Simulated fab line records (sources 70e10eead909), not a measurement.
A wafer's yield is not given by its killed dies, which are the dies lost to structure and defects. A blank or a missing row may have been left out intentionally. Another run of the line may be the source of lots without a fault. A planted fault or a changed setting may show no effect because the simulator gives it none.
fab line records	flow nandHarc	part 1 of 2: steps 1 to 21 of 27
record: lots: 5	wafers: 15	lastDay: 28
route steps=1159 shown A_STAIRCASE@601
lots untouched by any fault: they come from a run of this same line in which no faults occurred
startH: hours from the record's first day to the start of the lot's first wafer shown	waitH: hours elapsed since this lot's preceding step	" the same as in the row above	L1.1+2: a single row standing in for several wafers	- no value, or no start given	* or withheld: withheld	< > ~ a bound
route shown NAME@n: a module of which the file shows steps, and the number in the route of the first	usual: average and standard deviation across the fault-free wafers	same: alike in all rows	chamber/n: place in a boat	sites: each site's reading	_std_site: the values' standard deviation	_edge_site: outer sites' mean less inner sites'	radiusMm: how far each site lies from the wafer's centre	mask NAME#n: copy n	behind: the tool/chamber that last shaped the wafer	hold: why the lot went on hold/how many hours it stayed there/how the hold came to an end	device: which transistor (n, p or np) failed to switch	end of line: the route-end tests of the same wafers	step lacking rows: just its recipe	killed: not the wafer's yield, but the dies lost to structure and defects at the first sort	map: the dies of a wafer, with x for killed, . for not killed, _ for no die there
set.NAME: setting as actually run; set.NAME@STEP: the setting as run at that earlier step	model.NAME: the simulator's own value behind a step, which no gauge read
lots at selected steps of the route; one table per step, one row per wafer
services: from which hour (startH, from the record's first day; less than 0 if before it) a tool's chamber was out of use, for how many hours, and why
== steps ==
step: NHARC_A_STAIRCASE_PRECLEAN_207
recipe: timeS: *	tempC: 50	bathAgeMin: 0	chemistry: SC1
lot.wafer	tool	chamber	startH	waitH
L075.3+4+6	wetBench-04	5,6,7	-	-
L079.3+2+1	wetBench-02	4,5,7	-	-
L083.4+1+6	wetBench-06	1,3,5	-	-
L086.2+4+6	wetBench-02	1,3,4	-	-
L097.3+5+4	wetBench-02	0,1,2	-	-
step: NHARC_A_STAIRCASE_SRD_208
lot.wafer	tool	chamber	startH	waitH
L075.3+4+6	wetBench-04	5,6,7	-	-
L079.3+2+1	wetBench-02	4,5,7	-	-
L083.4+1+6	wetBench-06	1,3,5	-	-
L086.2+4+6	wetBench-02	1,3,4	-	-
L097.3+5+4	wetBench-02	0,1,2	-	-
step: NHARC_A_STAIRCASE_DEHYDRATE_209
recipe: tempC: 150	timeS: 120
lot.wafer	tool	chamber	startH	waitH
L075.3+4+6	lithoTrack-02	0	316.46	-
L079.1+2+3	lithoTrack-07	0	322.12	-
L083.1+4+6	lithoTrack-07	0	327.35	-
L086.2+4+6	lithoTrack-07	0	340.32	-
L097.3+4+5	lithoTrack-07	0	382.87	-
step: NHARC_A_STAIRCASE_HMDS_210
recipe: timeS: 30
lot.wafer	tool	chamber	startH	waitH
L075.3+4+6	lithoTrack-02	0	-	-
L079.1+2+3	lithoTrack-07	0	-	-
L083.1+4+6	lithoTrack-07	0	-	-
L086.2+4+6	lithoTrack-07	0	-	-
L097.3+4+5	lithoTrack-07	0	-	-
step: NHARC_A_STAIRCASE_COAT_211
recipe: spinRpm: 1200
lot.wafer	tool	chamber	startH	waitH
L075.3+4+6	lithoTrack-02	0	-	-
L079.1+2+3	lithoTrack-07	0	-	-
L083.1+4+6	lithoTrack-07	0	-	-
L086.2+4+6	lithoTrack-07	0	-	-
L097.3+4+5	lithoTrack-07	0	-	-
step: NHARC_A_STAIRCASE_SOFTBAKE_212
recipe: tempC: 135	timeS: 170
lot.wafer	tool	chamber	startH	waitH
L075.3+4+6	lithoTrack-02	0	-	-
L079.1+2+3	lithoTrack-07	0	-	-
L083.1+4+6	lithoTrack-07	0	-	-
L086.2+4+6	lithoTrack-07	0	-	-
L097.3+4+5	lithoTrack-07	0	-	-
step: NHARC_A_STAIRCASE_EBR_213
lot.wafer	tool	chamber	startH	waitH
L075.3+4+6	lithoTrack-02	0	-	-
L079.1+2+3	lithoTrack-07	0	-	-
L083.1+4+6	lithoTrack-07	0	-	-
L086.2+4+6	lithoTrack-07	0	-	-
L097.3+4+5	lithoTrack-07	0	-	-
step: NHARC_A_STAIRCASE_EXPOSE_214
recipe: na: 0.5	doseMj: 31.26	maskId: STAIR_3
same: na: 0.5
lot.wafer	tool	chamber	startH	waitH	mask
L075.3+4+6	krfScanner-03	0	316.81	-	STAIR_3#0
L079.1+2+3	krfScanner-02	0	322.52	-	STAIR_3#0
L083.1+4+6	krfScanner-03	0	327.68	-	STAIR_3#0
L086.2+4+6	krfScanner-02	0	340.53	-	STAIR_3#0
L097.3+4+5	krfScanner-03	0	383.09	-	STAIR_3#0
step: NHARC_A_STAIRCASE_PEB_215
recipe: pebTempC: 115	pebTimeS: 130
lot.wafer	tool	chamber	startH	waitH
L075.3+4+6	lithoTrack-02	0	316.87	0.1
L079.1+2+3	lithoTrack-02	0	322.59	0.1
L083.1+4+6	lithoTrack-07	0	327.75	0.1
L086.2+4+6	lithoTrack-05	0	340.59	0.1
L097.3+4+5	lithoTrack-07	0	383.15	0.1
step: NHARC_A_STAIRCASE_DEVELOP_216
recipe: timeS: 140
lot.wafer	tool	chamber	startH	waitH
L075.3+4+6	lithoTrack-02	0	-	-
L079.1+2+3	lithoTrack-02	0	-	-
L083.1+4+6	lithoTrack-07	0	-	-
L086.2+4+6	lithoTrack-05	0	-	-
L097.3+4+5	lithoTrack-07	0	-	-
step: NHARC_A_STAIRCASE_HARDBAKE_218
recipe: tempC: 120	timeS: 140
lot.wafer	tool	chamber	startH	waitH
L075.3+4+6	lithoTrack-05	0	317.09	-
L079.1+2+3	lithoTrack-02	0	322.81	-
L083.1+4+6	lithoTrack-02	0	327.97	-
L086.2+4+6	lithoTrack-07	0	340.81	-
L097.3+4+5	lithoTrack-02	0	383.37	-
step: NHARC_A_STAIRCASE_DESCUM_219
recipe: timeS: 3	o2FlowSccm: 200	arFlowSccm: 0	biasPowerW: 0	chemistry: O2
usual: drypumpMotorCurrentA: 5.8/0.48	mfcArSccm: 0.007/0.012	oesProductAu: 0.999/0.01	rfVppV: 57.9/0.93	showerheadPlenumPTorr: 1.94/0.084	throttleValvePct: 11.312/0.0091
same: biasPowerW: 0
lot.wafer	tool	chamber	startH	waitH	drypumpMotorCurrentA	mfcArSccm	oesProductAu	rfHoursCounterH	rfVppV	showerheadPlenumPTorr	throttleValvePct
L075.3	rieDiel-05	3	317.22	-	5.5	0.017	1.005	39	58.3	1.84	11.309
L075.4	"	1	"	"	6.1	0	1.010	37	56.9	1.88	11.317
L075.6	"	3	"	"	5.5	0.017	0.998	-	56.7	1.84	11.323
L079.2	rieDiel-05	2	323.00	-	6.5	0	0.994	44	58.8	1.99	11.313
L079.1	"	0	"	"	5.3	0	0.995	40	56.9	1.92	11.324
L079.3	"	1	"	"	6.1	0	1.000	41	58.0	1.88	11.323
L083.4	rieDiel-05	2	328.07	-	6.5	0	0.993	46	58.2	1.99	11.306
L083.1	"	0	"	"	5.3	0	1.001	43	58.9	1.92	11.309
L083.6	"	1	"	"	6.1	0	1.023	-	56.7	1.88	11.319
L086.4	rieDiel-11	3	341.55	-	5.3	0.040	0.986	51	58.9	1.95	11.311
L086.2	"	1	"	"	5.8	0	0.991	40	58.6	1.97	11.307
L086.6	"	3	"	"	5.3	0.040	0.992	-	58.3	1.95	11.308
L097.4	rieDiel-11	0	383.46	-	6.0	0.007	0.998	2	58.7	2.05	11.311
L097.3	"	1	"	"	5.8	0	0.987	2	58.9	1.97	11.314
L097.5	"	1	"	"	5.8	0	0.986	-	58.1	1.97	11.298
step: NHARC_A_STAIRCASE_TRIM_220
recipe: timeS: 211.2	o2FlowSccm: 500	arFlowSccm: 0	biasW: 0	chemistry: O2
usual: drypumpMotorCurrentA: 5.8/0.48	mfcArSccm: 0.007/0.012	oesProductAu: 0.999/0.0097	rfVppV: 57.8/0.93	showerheadPlenumPTorr: 3.57/0.15	throttleValvePct: 17.036/0.0091
same: biasW: 0
lot.wafer	tool	chamber	startH	waitH	drypumpMotorCurrentA	mfcArSccm	oesProductAu	rfHoursCounterH	rfVppV	showerheadPlenumPTorr	throttleValvePct
L075.4	rieDiel-05	2	317.45	0.2	6.5	0	0.988	40	59.4	3.67	17.044
L075.3	"	3	"	"	5.5	0.017	1.003	39	56.6	3.39	17.044
L075.6	"	2	"	"	6.5	0	0.985	-	57.7	3.67	17.036
L079.1	rieDiel-05	3	323.17	0.2	5.5	0.017	1.000	43	57.1	3.39	17.039
L079.2	"	0	"	"	5.3	0	0.999	40	56.4	3.55	17.042
L079.3	"	2	"	"	6.5	0	0.990	44	58.8	3.66	17.045
L083.4	rieDiel-05	3	328.14	0.1	5.5	0.017	1.004	45	56.5	3.39	17.025
L083.1	"	0	"	"	5.3	0	1.017	43	57.0	3.54	17.044
L083.6	"	0	"	"	5.3	0	0.993	-	57.7	3.54	17.053
L086.4	rieDiel-11	3	341.96	0.4	5.3	0.040	0.990	52	57.0	3.59	17.045
L086.2	"	1	"	"	5.8	0	0.991	40	57.6	3.63	17.033
L086.6	"	0	"	"	6.0	0.007	0.994	-	58.4	3.78	17.044
L097.4	rieDiel-11	3	383.57	0.1	5.3	0.040	0.972	2	58.4	3.58	17.020
L097.3	"	0	"	"	6.1	0.007	0.995	2	56.6	3.77	17.035
L097.5	"	1	"	"	5.9	0	0.973	-	59.2	3.62	17.033
step: NHARC_A_STAIRCASE_ETCH_221
recipe: targetDepthA: 1000	timeS: 40.5	ionEnergyEv: 400	c4f8FlowSccm: 20	o2FlowSccm: 10	arFlowSccm: withheld	rfW: 600	biasW: 1000	chemistry: C4F8/O2
usual: biasW: 1000/3.1	oesProductAu: 0.934/0.013	rfFwdPowerW: 592/4.1	rfVppV: 897/5.4
lot.wafer	tool	chamber	startH	waitH	biasW	oesProductAu	rfFwdPowerW	rfHoursCounterH	rfVppV
L075.4	rieDiel-05	3	-	-	1002	0.925	586	39	891
L075.3	"	0	"	"	998	0.929	589	37	897
L075.6	"	0	"	"	999	0.926	592	-	897
L079.1	rieDiel-05	0	-	-	997	0.919	593	41	898
L079.3	"	1	"	"	994	0.933	594	42	895
L079.2	"	2	"	"	1009	0.919	593	45	903
L083.1	rieDiel-05	2	-	-	1003	0.927	590	46	901
L083.4	"	0	"	"	1002	0.932	592	43	895
L083.6	"	3	"	"	996	0.932	588	-	892
L086.2	rieDiel-11	1	-	-	1004	0.931	589	41	899
L086.4	"	2	"	"	1004	0.906	588	48	887
L086.6	"	1	"	"	1002	0.929	589	-	901
L097.4	rieDiel-11	1	-	-	1008	0.927	590	2	900
L097.3	"	0	"	"	1000	0.936	598	2	905
L097.5	"	2	"	"	1000	0.933	583	-	888
step: NHARC_A_STAIRCASE_TRIM_222
recipe: timeS: 211.2	o2FlowSccm: 500	arFlowSccm: 0	biasW: 0	chemistry: O2
usual: drypumpMotorCurrentA: 5.8/0.47	mfcArSccm: 0.006/0.012	oesProductAu: 0.998/0.0096	rfVppV: 57.8/0.97	showerheadPlenumPTorr: 3.56/0.15	throttleValvePct: 17.036/0.0093
same: biasW: 0
lot.wafer	tool	chamber	startH	waitH	drypumpMotorCurrentA	mfcArSccm	oesProductAu	rfHoursCounterH	rfVppV	showerheadPlenumPTorr	throttleValvePct
L075.3	rieDiel-05	2	-	-	6.4	0	0.987	41	58.1	3.67	17.039
L075.4	"	3	"	"	5.5	0.017	0.997	39	57.1	3.39	17.036
L075.6	"	1	"	"	6.1	0	1.004	-	57.8	3.47	17.032
L079.3	rieDiel-05	0	-	-	5.2	0	0.993	41	55.3	3.55	17.041
L079.1	"	1	"	"	6.1	0	1.007	42	56.7	3.46	17.039
L079.2	"	2	"	"	6.4	0	0.985	45	58.6	3.66	17.043
L083.1	rieDiel-05	0	-	-	5.3	0	0.995	43	58.7	3.54	17.047
L083.4	"	2	"	"	6.4	0	0.989	46	57.9	3.66	17.037
L083.6	"	3	"	"	5.5	0.017	1.003	-	58.0	3.39	17.038
L086.2	rieDiel-11	0	-	-	6.1	0.007	1.004	54	58.0	3.78	17.022
L086.4	"	1	"	"	5.9	0	1.009	41	58.6	3.63	17.029
L086.6	"	0	"	"	6.1	0.007	1.005	-	58.4	3.78	17.032
L097.3	rieDiel-11	0	-	-	6.1	0.007	1.000	2	58.4	3.77	17.043
L097.4	"	2	"	"	5.9	0	0.988	2	58.1	3.30	17.043
L097.5	"	3	"	"	5.3	0.040	0.986	-	59.1	3.58	17.040
step: NHARC_A_STAIRCASE_ETCH_223
recipe: targetDepthA: 1000	timeS: 40.5	ionEnergyEv: 400	c4f8FlowSccm: 20	o2FlowSccm: 10	arFlowSccm: withheld	rfW: 600	biasW: 1000	chemistry: C4F8/O2
usual: biasW: 1000/3.1	oesProductAu: 0.939/0.013	rfFwdPowerW: 592/3.8	rfVppV: 897/5.4
lot.wafer	tool	chamber	startH	waitH	biasW	oesProductAu	rfFwdPowerW	rfHoursCounterH	rfVppV
L075.4	rieDiel-05	3	-	-	998	0.933	588	40	892
L075.3	"	1	"	"	1002	0.940	589	38	895
L075.6	"	0	"	"	997	0.945	589	-	896
L079.2	rieDiel-05	2	-	-	1005	0.921	593	45	901
L079.3	"	0	"	"	1002	0.941	593	42	898
L079.1	"	1	"	"	998	0.942	592	42	894
L083.1	rieDiel-05	2	-	-	1000	0.930	592	46	901
L083.4	"	3	"	"	1000	0.944	587	45	891
L083.6	"	2	"	"	1000	0.938	592	-	900
L086.4	rieDiel-11	2	-	-	1003	0.891	583	48	887
L086.2	"	3	"	"	996	0.920	594	52	898
L086.6	"	0	"	"	1006	0.924	597	-	904
L097.3	rieDiel-11	0	-	-	999	0.930	597	2	905
L097.4	"	2	"	"	1003	0.942	585	2	888
L097.5	"	0	"	"	1000	0.939	597	-	905
step: NHARC_A_STAIRCASE_TRIM_224
recipe: timeS: 211.2	o2FlowSccm: 500	arFlowSccm: 0	biasW: 0	chemistry: O2
usual: drypumpMotorCurrentA: 5.8/0.48	mfcArSccm: 0.006/0.011	oesProductAu: 1.000/0.01	rfVppV: 57.9/0.87	showerheadPlenumPTorr: 3.56/0.15	throttleValvePct: 17.036/0.0096
same: biasW: 0
lot.wafer	tool	chamber	startH	waitH	drypumpMotorCurrentA	mfcArSccm	oesProductAu	rfHoursCounterH	rfVppV	showerheadPlenumPTorr	throttleValvePct
L075.3	rieDiel-05	3	-	-	5.5	0.017	1.000	40	57.7	3.39	17.025
L075.4	"	1	"	"	6.1	0	1.004	38	57.6	3.47	17.037
L075.6	"	2	"	"	6.4	0	0.989	-	58.3	3.67	17.028
L079.1	rieDiel-05	2	-	-	6.5	0	0.991	45	57.4	3.66	17.033
L079.3	"	3	"	"	5.5	0.017	1.003	44	56.7	3.39	17.058
L079.2	"	1	"	"	6.1	0	1.015	42	57.0	3.46	17.046
L083.4	rieDiel-05	1	-	-	6.1	0	1.003	43	56.9	3.46	17.026
L083.1	"	2	"	"	6.5	0	0.995	46	58.6	3.66	17.024
L083.6	"	2	"	"	6.4	0	0.999	-	58.8	3.66	17.044
L086.4	rieDiel-11	2	-	-	5.9	0	0.983	49	57.2	3.31	17.038
L086.2	"	3	"	"	5.3	0.040	1.004	53	58.2	3.59	17.033
L086.6	"	2	"	"	5.9	0	0.987	-	55.9	3.31	17.043
L097.3	rieDiel-11	3	-	-	5.3	0.040	0.972	2	57.6	3.58	17.052
L097.4	"	1	"	"	5.8	0	0.987	2	58.1	3.62	17.046
L097.5	"	2	"	"	5.9	0	0.994	-	56.4	3.30	17.037
step: NHARC_A_STAIRCASE_ETCH_225
recipe: targetDepthA: 1000	timeS: 40.5	ionEnergyEv: 400	c4f8FlowSccm: 20	o2FlowSccm: 10	arFlowSccm: withheld	rfW: 600	biasW: 1000	chemistry: C4F8/O2
usual: biasW: 1000/3.1	oesProductAu: 0.938/0.012	rfFwdPowerW: 592/4.1	rfVppV: 897/5.2
lot.wafer	tool	chamber	startH	waitH	biasW	oesProductAu	rfFwdPowerW	rfHoursCounterH	rfVppV
L075.3	rieDiel-05	3	-	-	996	0.927	583	40	891
L075.4	"	2	"	"	998	0.928	593	41	902
L075.6	"	3	"	"	996	0.939	585	-	892
L079.2	rieDiel-05	0	-	-	1000	0.951	591	42	895
L079.3	"	1	"	"	1001	0.958	594	42	894
L079.1	"	2	"	"	1000	0.945	594	45	900
L083.1	rieDiel-05	2	-	-	996	0.930	591	46	901
L083.4	"	0	"	"	1004	0.927	589	43	897
L083.6	"	3	"	"	1001	0.929	585	-	891
L086.2	rieDiel-11	1	-	-	1003	0.942	593	42	901
L086.4	"	2	"	"	998	0.906	588	49	887
L086.6	"	1	"	"	1002	0.930	593	-	901
L097.4	rieDiel-11	1	-	-	999	0.940	588	2	898
L097.3	"	2	"	"	1005	0.925	586	2	889
L097.5	"	0	"	"	997	0.939	595	-	906
step: NHARC_A_STAIRCASE_TRIM_226
recipe: timeS: 211.2	o2FlowSccm: 500	arFlowSccm: 0	biasW: 0	chemistry: O2
usual: drypumpMotorCurrentA: 5.8/0.47	mfcArSccm: 0.006/0.012	oesProductAu: 0.998/0.0092	rfVppV: 57.8/0.96	showerheadPlenumPTorr: 3.57/0.14	throttleValvePct: 17.034/0.0086
same: biasW: 0
lot.wafer	tool	chamber	startH	waitH	drypumpMotorCurrentA	mfcArSccm	oesProductAu	rfHoursCounterH	rfVppV	showerheadPlenumPTorr	throttleValvePct
L075.4	rieDiel-05	1	-	-	6.1	0	1.003	38	56.8	3.47	17.028
L075.3	"	2	"	"	6.5	0	0.982	42	57.7	3.66	17.038
L075.6	"	1	"	"	6.1	0	1.005	-	57.1	3.47	17.042
L079.2	rieDiel-05	2	-	-	6.5	0	0.989	45	59.9	3.66	17.017
L079.3	"	3	"	"	5.5	0.017	1.001	44	57.3	3.39	17.028
L079.1	"	0	"	"	5.3	0	0.987	42	57.5	3.55	17.039
L083.4	rieDiel-05	2	-	-	6.5	0	0.994	47	57.9	3.66	17.043
L083.1	"	0	"	"	5.3	0	0.998	43	57.5	3.54	17.030
L083.6	"	2	"	"	6.5	0	0.992	-	57.7	3.66	17.045
L086.2	rieDiel-11	3	-	-	5.3	0.040	0.990	53	57.8	3.58	17.027
L086.4	"	0	"	"	6.1	0.007	1.003	55	59.0	3.78	17.054
L086.6	"	0	"	"	6.1	0.007	0.997	-	56.8	3.78	17.049
L097.4	rieDiel-11	0	-	-	6.1	0.007	0.991	2	58.0	3.77	17.038
L097.3	"	2	"	"	5.9	0	0.985	2	56.8	3.30	17.036
L097.5	"	0	"	"	6.1	0.007	0.981	-	58.1	3.77	17.034
step: NHARC_A_STAIRCASE_ETCH_227
recipe: targetDepthA: 1000	timeS: 40.5	ionEnergyEv: 400	c4f8FlowSccm: 20	o2FlowSccm: 10	arFlowSccm: withheld	rfW: 600	biasW: 1000	chemistry: C4F8/O2
usual: biasW: 999.6/2.7	oesProductAu: 0.937/0.012	rfFwdPowerW: 592/3.8	rfVppV: 897/5.5
lot.wafer	tool	chamber	startH	waitH	biasW	oesProductAu	rfFwdPowerW	rfHoursCounterH	rfVppV
L075.4	rieDiel-05	3	-	-	1000.6	0.949	585	40	892
L075.3	"	2	"	"	993.0	0.927	591	42	901
L075.6	"	0	"	"	1001.1	0.950	589	-	898
L079.3	rieDiel-05	0	-	-	998.8	0.952	591	42	896
L079.1	"	2	"	"	1000.9	0.923	594	45	900
L079.2	"	3	"	"	999.3	0.947	587	44	890
L083.1	rieDiel-05	2	-	-	1001.7	0.942	591	47	901
L083.4	"	3	"	"	998.0	0.938	585	46	891
L083.6	"	3	"	"	1003.3	0.943	584	-	891
L086.4	rieDiel-11	2	-	-	996.5	0.905	584	50	889
L086.2	"	3	"	"	1001.2	0.920	594	54	898
L086.6	"	2	"	"	1002.9	0.905	582	-	888
L097.3	rieDiel-11	2	-	-	1002.4	0.936	585	2	887
L097.4	"	1	"	"	999.7	0.938	593	2	900
L097.5	"	2	"	"	1002.2	0.926	585	-	887
step: NHARC_A_STAIRCASE_TRIM_229
recipe: timeS: 211.2	o2FlowSccm: 500	arFlowSccm: 0	biasW: 0	chemistry: O2
usual: drypumpMotorCurrentA: 5.8/0.45	mfcArSccm: 0.007/0.012	oesProductAu: 0.998/0.011	rfVppV: 57.8/0.9	showerheadPlenumPTorr: 3.56/0.15	throttleValvePct: 17.038/0.0089
same: biasW: 0
lot.wafer	tool	chamber	startH	waitH	drypumpMotorCurrentA	mfcArSccm	oesProductAu	rfHoursCounterH	rfVppV	showerheadPlenumPTorr	throttleValvePct
L075.4	rieDiel-05	0	319.11	0.1	5.3	0	0.994	38	57.3	3.55	17.045
L075.3	"	3	"	"	5.5	0.017	1.000	40	56.7	3.39	17.029
L075.6	"	1	"	"	6.1	0	0.997	-	58.0	3.47	17.049
L079.1	rieDiel-05	0	325.28	0.1	5.2	0	0.989	42	57.7	3.54	17.039
L079.2	"	1	"	"	6.1	0	0.999	43	57.9	3.46	17.048
L079.3	"	2	"	"	6.5	0	0.987	46	56.9	3.66	17.022
L083.1	rieDiel-04	0	331.10	1.4	6.5	0	1.011	20	56.7	3.40	17.030
L083.4	"	2	"	"	6.5	0	1.003	15	56.7	3.57	17.041
L083.6	"	1	"	"	5.4	0	0.999	-	57.6	3.59	17.031
L086.4	rieDiel-11	0	347.12	0.7	6.0	0.007	1.004	56	57.1	3.78	17.033
L086.2	"	1	"	"	5.8	0	1.007	44	58.5	3.63	17.039
L086.6	"	2	"	"	5.9	0	0.981	-	57.0	3.31	17.049
L097.3	rieDiel-11	1	384.61	0.1	5.9	0	0.985	2	59.0	3.62	17.025
L097.4	"	2	"	"	5.9	0	0.986	2	58.5	3.30	17.038
L097.5	"	0	"	"	6.1	0.007	0.994	-	59.2	3.77	17.032
